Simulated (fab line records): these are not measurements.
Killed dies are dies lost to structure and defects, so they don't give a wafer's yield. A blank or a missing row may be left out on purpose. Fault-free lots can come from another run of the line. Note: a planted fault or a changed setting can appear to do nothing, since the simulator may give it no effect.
Struck lot and sound lot, side by side	flow n5Finfet	35 out of 1938 route steps
Sound: these wafers, L791.1, L791.4, L791.6. Wafers L800.2, L800.3, L800.4 were the ones struck. The cause is named last.
For every step that has rows: the tool of each side, followed by ch and its chambers, followed by its first start. Under that, the readings that differ: sound wafers	struck wafers	difference of the means	sigmas: that difference in standard deviations of wafers without a fault.
alike: words and numbers the same on both sides, and readings whose means are apart by under 2 such deviations; not compared: readings that were withheld, readings missing a value for some wafer, numbers with overlapping values and no deviation given by the record, and bounds like >300 which may hide the same value.
The two part at a step that has a row with sigmas, a row that says differs or no value, or rows on one side only. Non-overlapping numbers with no deviation appear without sigmas and do not part them. Lack of a reading on every wafer of one side parts them only where that side has two or more wafers.

first, 11 steps without rows for these wafers: N5_MOL_CONTACT_COAG_ETCH_91 (etches SOC in N2/H2, target depth 60 nm, overetch 21 nm, time 101.2 s); N5_MOL_CONTACT_COAG_STRIP_92 (strips in N2/H2); N5_MOL_CONTACT_COAG_STRIP_93 (strips in N2/H2); N5_MOL_CONTACT_COAG_ETCHBACK_135 (etches SiO2 in CHF3, target depth 25 nm, time 16.7 s); N5_MOL_CONTACT_COAG_STRIP_118 (strips in CHF3); N5_MOL_CONTACT_COAG_VIA_ETCH_46 (etches SiO2 in C4F6/O2, target depth 46 nm, overetch 9.2 nm, time 40 s); N5_MOL_CONTACT_COAG_STRIP_96 (strips in N2/H2); N5_MOL_CONTACT_COAG_ETCH_47 (etches SiNx in CH3F/O2, stops on W, target depth 27 nm); N5_MOL_CONTACT_COAG_STRIP_119 (strips in N2/H2, time 30 s); N5_MOL_CONTACT_COAG_PRECLEAN_144 (cleans in alkaline clean, time 60 s); N5_MOL_CONTACT_COAG_SRD_145 (time 30 s).
N5_MOL_CONTACT_COAG_COAT_62: time 60 s, resist thk 60 nm.
  sound on lithoTrack-04 ch 0, day 5 23:24; struck on lithoTrack-04 ch 0, day 8 07:44
reading	sound	struck	difference	sigmas
spinSpeedRpm (rpm)	1500.7 1501.5 1501.0	1714.6 1714.8 1716.0	+214.1	+99 or more
model.SOC_of_MOL_CONTACT_COAG_COAT_62.thkNm (nm)	60 60 60	56 56 56	-4	
then, 13 steps without rows for these wafers: N5_MOL_CONTACT_COAG_COAT_63 (time 60 s, resist thk 10 nm); N5_MOL_CONTACT_COAG_COAT_64 (time 60 s, resist thk 10 nm); N5_MOL_CONTACT_COAG_COAT_34 (resist thk 40 nm); N5_MOL_CONTACT_COAG_EBR_36; N5_MOL_CONTACT_COAG_SOFTBAKE_35 (time 60 s); N5_MOL_CONTACT_COAG_EXPOSE_37 (exposes mask VD, defocus 0 nm); N5_MOL_CONTACT_COAG_PEB_38 (peb time 60 s); N5_MOL_CONTACT_COAG_DEVELOP_39 (develop time 30 s); N5_MOL_CONTACT_COAG_DESCUM_45 (chemistry O2, time 7 s); N5_MOL_CONTACT_COAG_ETCH_65 (etches underlayer in N2/H2, target depth 13 nm, time 10.4 s); N5_MOL_CONTACT_COAG_ETCH_66 (etches SiARC in CF4, target depth 13 nm, time 21.7 s); N5_MOL_CONTACT_COAG_ALD_133 (deposits SiO2, target thk 5 nm, pulse time 1 s, co reactant pulse time 1 s); N5_MOL_CONTACT_COAG_ETCHBACK_134 (etches SiO2 in CHF3, target depth 10 nm, time 6.7 s).
N5_MOL_CONTACT_COAG_ETCH_67: etches SOC in N2/H2, target depth 60 nm, overetch 21 nm, time 101.2 s.
  sound on rieDiel-05 ch 0,1,2, day 6 00:44; struck on rieDiel-05 ch 0,1,3, day 8 08:34
reading	sound	struck	difference	sigmas
model.etch.depthNm (nm)	60.01 60.05 59.91	55.92 56.01 55.99	-4.02	
  alike: drypumpMotorCurrentA, oesProductAu, rfVppV, showerheadPlenumPTorr, throttleValvePct
  not compared: rfHoursCounterH
then, 6 steps without rows for these wafers: N5_MOL_CONTACT_COAG_STRIP_68 (strips in N2/H2); N5_MOL_CONTACT_COAG_STRIP_69 (strips in N2/H2); N5_MOL_CONTACT_COAG_ETCHBACK_136 (etches SiO2 in CHF3, target depth 25 nm, time 16.7 s); N5_MOL_CONTACT_COAG_STRIP_120 (strips in CHF3); N5_MOL_CONTACT_COAG_VIA_ETCH_117 (etches SiO2 in C4F6/O2, target depth 40 nm, overetch 8 nm, time 26 s); N5_MOL_CONTACT_COAG_ETCH_124 (etches SiNx in CH3F/O2, stops on SiOC, target depth 6.5 nm).
N5_MOL_CONTACT_COAG_ETCH_48: etches SiOC in C4F6/O2, target depth 15 nm, overetch 4.5 nm, time 17 s.
  sound on rieDiel-05 ch 0,1,2, day 6 00:56; struck on rieDiel-05 ch 0,1,3, day 8 08:46
reading	sound	struck	difference	sigmas
model.SOC_of_MOL_CONTACT_COAG_COAT_62.thkNm (nm)	45.6 45.8 46	41.8 41.6 42.2	-3.9	
  alike: O2_flow_sccm, drypumpMotorCurrentA, oes_f_703_au, oesProductAu, rfVppV, showerheadPlenumPTorr, throttleValvePct
  not compared: rfHoursCounterH
then, 1 step without rows for these wafers: N5_MOL_CONTACT_COAG_STRIP_72 (strips in N2/H2).
-- the record jumps here: 3 days lie between the struck wafers' starts before and after (it left off in module MOL_CONTACT_COAG and takes up again in module BEOL_M4, whose first step shown is number 1111 of the route) --
N5_BEOL_M4_RC_MEAS_101:
  sound on prober-01 ch 0, day 8 17:53; struck on prober-02 ch 0, day 11 05:46
reading	sound	struck	difference	sigmas
SS_P (mV/dec)	74.9 74.1 74.5	72.8 72.9 73.4	-1.5	-2
  alike: DIBL_N, DIBL_P, IOFF_N, IOFF_P, ION_N, ION_P, SS_N, VT_N, VT_P

## WHERE THEY PART
At N5_MOL_CONTACT_COAG_COAT_62 first; at N5_BEOL_M4_RC_MEAS_101 last (within this record only).

WHY: what the simulator had put in
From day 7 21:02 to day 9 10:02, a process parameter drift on lithoTrack-04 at N5_MOL_CONTACT_COAG_COAT_62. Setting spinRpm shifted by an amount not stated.
